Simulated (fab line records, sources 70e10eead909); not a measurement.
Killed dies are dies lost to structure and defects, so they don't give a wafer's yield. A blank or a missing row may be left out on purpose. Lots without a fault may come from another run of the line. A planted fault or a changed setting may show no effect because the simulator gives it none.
Chamber matching | flow nand_harc | NHARC_A_BLC_CMP_25 on cmp-03: 4 sister chambers
The step polishes, t overpolish 30 s, target thk 150 nm. 8 wafers are shown with their chamber, then 9 later ones without.

WAFERS WITH THEIR CHAMBER
wafer  | chamber | motor_current_A (A) | time_to_endpoint_s (s)
L089.2 | 0       | 12.1                | 36.1
L089.3 | 2       | 10.8                | 28.0
L092.1 | 0       | 12.9                | 32.3
L092.4 | 3       | 13.3                | 31.2
L092.5 | 1       | 12.2                | 34.0
L093.1 | 1       | 12.8                | 33.5
L093.5 | 3       | 13.5                | 31.0
L093.6 | 2       | 11.7                | 28.6

WAFERS WITHOUT THEIR CHAMBER
wafer  | motor_current_A (A) | time_to_endpoint_s (s)
L094.2 | 13.9                | 27.2
L094.3 | 13.1                | 28.4
L094.5 | 13.0                | 30.3
L096.1 | 12.1                | 32.0
L096.3 | 13.4                | 31.6
L096.5 | 11.0                | 28.0
L097.2 | 12.4                | 34.9
L097.4 | 11.3                | 26.2
L097.6 | 13.2                | 29.3

WHICH CHAMBER EACH WENT THROUGH
wafer  | from the rows above               | in truth
L094.2 | 3                                 | 3
L094.3 | can't be placed: 3 or 2           | 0
L094.5 | can't be placed: 3 or 1           | 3
L096.1 | can't be placed: 1 or 0 or 3 or 2 | 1
L096.3 | 3                                 | 3
L096.5 | 2                                 | 2
L097.2 | can't be placed: 0 or 1           | 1
L097.4 | 2                                 | 2
L097.6 | 3                                 | 3
Placed correctly: 5 of 9. Can't be placed from these rows: 4 (the true chamber is among the candidates in 3). Placed wrongly: 0.
How it was worked out, from the rows above alone: a wafer's distance from a chamber is the root of the sum, over the readings, of the square of ((its reading less the chamber's mean) divided by the reading's scatter). The wafer belongs to the nearest chamber; if the next one is less than 2 further off, it can't be placed. A chamber's mean is the mean of its shown wafers. The scatter: the root of (the sum of the squares of (reading less its chamber's mean) over the shown wafers, divided by (wafers less chambers)).
